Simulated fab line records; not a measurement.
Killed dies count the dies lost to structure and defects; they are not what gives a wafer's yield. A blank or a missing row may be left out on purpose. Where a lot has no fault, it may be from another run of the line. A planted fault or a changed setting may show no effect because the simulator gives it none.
Matching of chambers | flow n5-finfet | N5_MOL_CONTACT_COAG_CONTACT_ETCH_14 on rie-diel-06 has 4 sister chambers
The step etches SiO2 in C4F6/O2, target depth 27.5 nm, overetch 8.5 nm, time 20 s. 8 wafers are shown with their chamber, then 11 later ones without.

WAFERS WITH THEIR CHAMBER
wafer  | chamber | showerhead-plenum-p-Torr (Torr) | throttle-valve-pct (%)
L081.3 | 2       | 2.97                            | 21.44
L086.3 | 2       | 2.96                            | 21.45
L086.4 | 3       | 2.86                            | 21.40
L087.2 | 1       | 2.90                            | 21.19
L090.1 | 0       | 2.80                            | 21.17
L090.5 | 0       | 2.80                            | 21.18
L090.6 | 3       | 2.86                            | 21.43
L092.1 | 1       | 2.89                            | 21.18

WAFERS MISSING THEIR CHAMBER
wafer  | showerhead-plenum-p-Torr (Torr) | throttle-valve-pct (%)
L092.2 | 2.80                            | 21.17
L092.4 | 2.86                            | 21.41
L093.3 | 2.96                            | 21.46
L093.5 | 2.89                            | 21.21
L093.6 | 2.80                            | 21.19
L094.2 | 2.86                            | 21.43
L094.5 | 2.80                            | 21.20
L094.6 | 2.89                            | 21.22
L097.1 | 2.95                            | 21.49
L097.2 | 2.89                            | 21.22
L097.6 | 2.79                            | 21.21

WHICH CHAMBER EACH WENT THROUGH
wafer  | from the rows above | in truth
L092.2 | 0                   | 0
L092.4 | 3                   | 3
L093.3 | 2                   | 2
L093.5 | 1                   | 1
L093.6 | 0                   | 0
L094.2 | 3                   | 3
L094.5 | 0                   | 0
L094.6 | 1                   | 1
L097.1 | 2                   | 2
L097.2 | 1                   | 1
L097.6 | 0                   | 0
Correct placement for 11 of the 11. From these rows, 0 cannot be placed. Placed wrongly: 0.
How it was worked out, from the rows above alone: a wafer's distance from a chamber is the root of the sum, over the readings, of the square of ((its reading less the chamber's mean) divided by the reading's scatter). The wafer belongs to the nearest chamber; if the next one is less than 2 further off, it can't be placed. Each chamber's mean is taken over the wafers shown for it. The scatter: take each reading less its chamber's mean, square it, sum over the shown wafers, divide by the number of wafers less the number of chambers, and take the root.
